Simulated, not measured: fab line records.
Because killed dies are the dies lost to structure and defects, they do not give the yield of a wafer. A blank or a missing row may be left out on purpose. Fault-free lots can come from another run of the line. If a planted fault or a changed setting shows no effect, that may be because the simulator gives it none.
Lot-split experiment	flow n5 finfet	20 wafers read from 7 lots, route of 1938 steps

THE SPLIT ITSELF
At N5_BEOL_M5_SPUTTER_81 (material Cu, target thk 15 nm, time 27.62 s), the setting time s was moved away from the recipe's 27.62 s on 3 of the 20 wafers read, by -13.8% to -6.8%. The other wafers ran this setting at the recipe's value.

The reading is taken at the split's own step.

THE READING
Cu_of_BEOL_M5_SPUTTER_81.thk nm (the simulator's own value, which no gauge read), in nm, at N5_BEOL_M5_SPUTTER_81 (material Cu, target thk 15 nm, time 27.62 s). The file gives no usual value for it. Across the 17 wafers here that went through the recipe, the average is 15.0 nm and the standard deviation 0.21 nm.

wafer	tool, chamber at the split	time s as run, s	against the recipe	Cu_of_BEOL_M5_SPUTTER_81.thk nm, nm	against lot-mates on the recipe
L074.1	pvd sputter-02, -	27.62	recipe	15.4	-
L074.3	pvd sputter-02, -	27.62	recipe	15	-
L074.4	pvd sputter-02, -	27.62	recipe	15.2	-
L079.1	pvd sputter-03, -	27.62	recipe	15	-
L079.5	pvd sputter-03, -	27.62	recipe	15	-
L079.2	pvd sputter-03, -	27.62	recipe	15.2	-
L084.3	pvd sputter-01, -	27.62	recipe	14.8	-
L084.6	pvd sputter-01, -	27.62	recipe	14.8	-
L084.4	pvd sputter-01, -	27.62	recipe	15	-
L087.2	pvd sputter-02, -	27.62	recipe	14.6	-
L087.4	pvd sputter-02, -	27.62	recipe	15	-
L087.6	pvd sputter-02, -	27.62	recipe	15	-
L088.2	pvd sputter-03, -	27.62	recipe	14.8	-
L088.5	pvd sputter-03, -	25.73	-6.8%	13.8	-1.0
L088.6	pvd sputter-03, -	25.73	-6.8%	13.8	-1.0
L089.1	pvd sputter-01, -	27.62	recipe	14.8	-
L089.6	pvd sputter-01, -	27.62	recipe	14.8	-
L089.2	pvd sputter-01, -	27.62	recipe	14.6	-
L091.4	pvd sputter-03, -	23.8	-13.8%	13.2	-2.0
L091.6	pvd sputter-03, -	27.62	recipe	15.2	-

THE FIT
A straight line over all 20 wafers: Cu_of_BEOL_M5_SPUTTER_81.thk nm changes by +0.139 nm for each +1% of time s; r = +0.92; the points scatter about the line by 0.22 nm.
The same after taking each lot's own level away (the mean of its wafers on the recipe; 20 wafers): +0.145 nm for each +1%; r = +0.98; scatter 0.12 nm.
The reading moves by 2 nm for the largest change in time s, on that fit.
The span of the lots' own levels, 14.73 to 15.20 nm, comes to 2.2 times the standard deviation stated above.
Hence the lot-to-lot level has little effect on the slope; both slopes agree.
Check: -2.02 nm against its lot-mates is what the line predicts for one of the wafers moved furthest among these (-13.8%) when that wafer is left out of the fit. It came out at -2 nm against them.

THESE WAFERS: OTHER SPLITS
Other splits were also applied to these wafers ahead of the reading. Each is held against what the fit with the lots' levels taken away leaves over:
other split on the same wafers	wafers away from the commonest value	r with Cu_of_BEOL_M5_SPUTTER_81.thk nm (lot level and that fit taken away)
N5_BEOL_M3_HM_DEP_02 target thk a	5	+0.08
N5_BEOL_M4_EXPOSE_08 dose mj	7	+0.04
N5_BEOL_M4_DESCUM_16 time s	7	-0.07
N5_BEOL_M4_DESCUM_33 time s	6	-0.20
N5_BEOL_M5_COAT_05 spin rpm	8	+0.02

FILE'S OWN FIT
Cu_of_BEOL_M5_SPUTTER_81.thk nm changes by +0.145 nm for each +1% of time s, r = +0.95.
